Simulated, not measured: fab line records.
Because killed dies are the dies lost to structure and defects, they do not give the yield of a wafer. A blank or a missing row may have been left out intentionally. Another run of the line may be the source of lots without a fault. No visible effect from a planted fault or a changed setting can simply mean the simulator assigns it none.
Matching of chambers + flow n5Finfet + N5_GATE_CUT_CMP_02 on cmp-01 has 4 sister chambers
The step polishes, stops on SiO2, t overpolish 12.7 s, target thk 0 nm. 4 wafers are shown with their chamber, then 12 later ones without.

WAFERS PAIRED WITH THEIR CHAMBERS
| wafer  | chamber | motorCurrentA (A) |
|--------|---------|-------------------|
| L089.1 | 1       | 10.2              |
| L089.5 | 0       | 9.1               |
| L091.4 | 2       | 10.7              |
| L091.5 | 3       | 9.7               |

WAFERS MISSING THEIR CHAMBER
| wafer  | motorCurrentA (A) |
|--------|-------------------|
| L093.1 | 9.1               |
| L093.3 | 10.2              |
| L093.6 | 9.0               |
| L094.2 | 10.6              |
| L094.3 | 9.9               |
| L094.5 | 10.0              |
| L097.1 | 10.1              |
| L097.2 | 10.8              |
| L097.3 | 9.5               |
| L097.4 | 9.9               |
| L097.5 | 9.9               |
| L097.6 | 10.0              |

WHICH CHAMBER EACH ONE RAN IN
| wafer  | from the rows above     | in truth                   |
|--------|-------------------------|----------------------------|
| L093.1 | 0                       | 0                          |
| L093.3 | 1                       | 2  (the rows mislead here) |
| L093.6 | 0                       | 0                          |
| L094.2 | can't be placed: 2 or 1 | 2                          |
| L094.3 | can't be placed: 3 or 1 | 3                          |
| L094.5 | can't be placed: 1 or 3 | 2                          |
| L097.1 | can't be placed: 1 or 3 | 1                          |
| L097.2 | 2                       | 2                          |
| L097.3 | can't be placed: 3 or 0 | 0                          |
| L097.4 | can't be placed: 3 or 1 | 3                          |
| L097.5 | can't be placed: 3 or 1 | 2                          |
| L097.6 | can't be placed: 1 or 3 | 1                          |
Correctly placed: 3 of 12. Can't be placed from these rows: 8 (the true chamber is among the candidates in 6). Placed wrongly: 1.
How it was worked out, from the rows above alone: a wafer's distance from a chamber is the root of the sum, over the readings, of the square of ((its reading less the chamber's mean) divided by the reading's scatter). The wafer belongs to the nearest chamber; if the next one is less than 2 further off, it can't be placed. A chamber's mean is the mean of its shown wafers. The scatter: with one shown wafer a chamber, the root of the mean of the squares of how far each hidden wafer lies from its nearest shown one.
